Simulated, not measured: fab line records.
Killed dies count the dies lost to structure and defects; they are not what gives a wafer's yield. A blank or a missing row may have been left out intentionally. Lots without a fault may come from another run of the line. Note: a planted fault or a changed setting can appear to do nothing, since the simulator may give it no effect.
A lot that was struck, set against a sound lot -- flow n5 finfet -- 16 out of 1938 route steps
Sound: wafers L273.1, L273.3, L273.4. Struck: wafers L282.1, L282.5, L282.6. Last of all comes the cause.
Each step with rows lists, per side, the tool, then ch with its chambers, then its first start. Under that, the readings that differ: sound wafers -- struck wafers -- difference of the means -- sigmas: that difference in standard deviations of wafers without a fault.
alike: same words and numbers on both sides, and readings whose means sit less than 2 such deviations apart. not compared: any withheld reading, any reading some wafer has no value for, any bound like >300 that may hide the same value, and any number with overlapping values for which the record gives no deviation.
Wherever a step has rows on one side only, a row that says differs or no value, or a row with sigmas, the two part there. Numbers that have no deviation but don't overlap get no sigmas and don't part them. Lack of a reading on every wafer of one side parts them only where that side has two or more wafers.

first, 5 steps without rows for these wafers: N5_BEOL_M0_CUTY_EBR_52; N5_BEOL_M0_CUTY_SOFTBAKE_53 (time 60 s); N5_BEOL_M0_CUTY_EXPOSE_54 (exposes mask M0 ABLK); N5_BEOL_M0_CUTY_PEB_55 (peb time 60 s); N5_BEOL_M0_CUTY_DEVELOP_56 (develop time 30 s).
N5_BEOL_M0_CUTY_CD_MEAS_57: the cd target is 200 nm.
  sound on cd sem-03 ch 0, day 5 22:57; struck on cd sem-01 ch 0, day 7 23:59
  alike: cd nm
N5_BEOL_M0_CUTY_OVL_MEAS_58:
  sound on overlay-02 ch 0, day 5 22:59; struck on overlay-02 ch 0, day 8 00:01
  alike: M0_ABLK_OVL
N5_BEOL_M0_CUTY_INSPECT_59: inspects for defects (macro).
  sound on defect inspect-02 at day 5 23:01; struck on defect inspect-02 at day 8 00:03
  alike: raw defect count
N5_BEOL_M0_CUTY_DESCUM_61: chemistry O2, time 7.9 s.
  sound on rie diel-04 ch 1,2,3, day 5 23:02; struck on rie diel-04 ch 0,3, day 8 00:16
  alike: drypump motor current A, oes product au, rf vpp V, showerhead plenum p Torr, temp c, throttle valve pct
  not compared: rf hours counter h
N5_BEOL_M0_CUTY_ETCH_62: etches SiARC in CF4, time 58.5 s.
  sound on rie diel-04 ch 1,2,3, day 5 23:05; struck on rie diel-04 ch 0,3, day 8 00:19
  alike: bias w, cf4 flow sccm, drypump motor current A, etch rf on time s, oes product au, rf vpp V, showerhead plenum p Torr, throttle valve pct
  not compared: rf hours counter h
N5_BEOL_M0_CUTY_ETCH_63: etches SOC in N2/H2, target depth 82.7 nm, overetch 16.5 nm, time 124 s.
  sound on rie diel-04 ch 1,2,3, day 5 23:07; struck on rie diel-04 ch 0,3, day 8 00:21
  alike: bias w, drypump motor current A, oes product au, rf vpp V, showerhead plenum p Torr, temp c, throttle valve pct
  not compared: rf hours counter h
then, 1 step without rows for these wafers: N5_BEOL_M0_CUTY_STRIP_64 (strips in N2/H2).
N5_BEOL_M0_ETCH_138: etches SiCN in CH3F/O2, target depth 12 nm, time 31.6 s.
  sound on rie diel-04 ch 1,2,3, day 5 23:15; struck on rie diel-04 ch 0,3, day 8 00:29
reading,sound,struck,difference,sigmas
bias w (W),75.06 75.04 74.54,82.07 82.30 82.00,+7.24,+36
rf vpp V (V),298.8 300.4 296.8,313.6 313.4 316.1,+15.7,+9
  alike: CH3F_flow_sccm, drypump motor current A, etch rf on time s, oes product au, showerhead plenum p Torr, throttle valve pct
  not compared: rf hours counter h
N5_BEOL_M0_HM_OPEN_105: chemistry Cl2/BCl3, target TiN, target depth 12 nm.
  sound on rie metal-02 ch 0,1, day 6 01:28; struck on rie metal-01 ch 0,1, day 8 00:36
  alike: drypump motor current A, oes product au, throttle valve pct
  not compared: rf hours counter h
-- record jumps: 3 days separate the struck wafers' starts on either side; left off in module BEOL_M0, taken up again in module BEOL_M4, whose first shown step is the route's number 1111 --
N5_BEOL_M4_RC_MEAS_101:
  sound on prober-01 ch 0, day 9 11:01; struck on prober-02 ch 0, day 11 09:07
  alike: DIBL_N, DIBL_P, IOFF_N, IOFF_P, ION_N, ION_P, SS_N, SS_P, VT_N, VT_P
N5_PASSIVATION_PROBE_49:
  rows exist in the record for the sound wafers here (prober-01, day 14 05:11), none for the struck ones

== WHERE THEY PART ==
Last at N5_PASSIVATION_PROBE_49 as far as this record goes, first at N5_BEOL_M0_ETCH_138.

WHY: whatever the simulator had introduced
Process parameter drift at N5_BEOL_M0_ETCH_138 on rie diel-04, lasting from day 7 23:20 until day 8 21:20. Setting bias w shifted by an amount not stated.
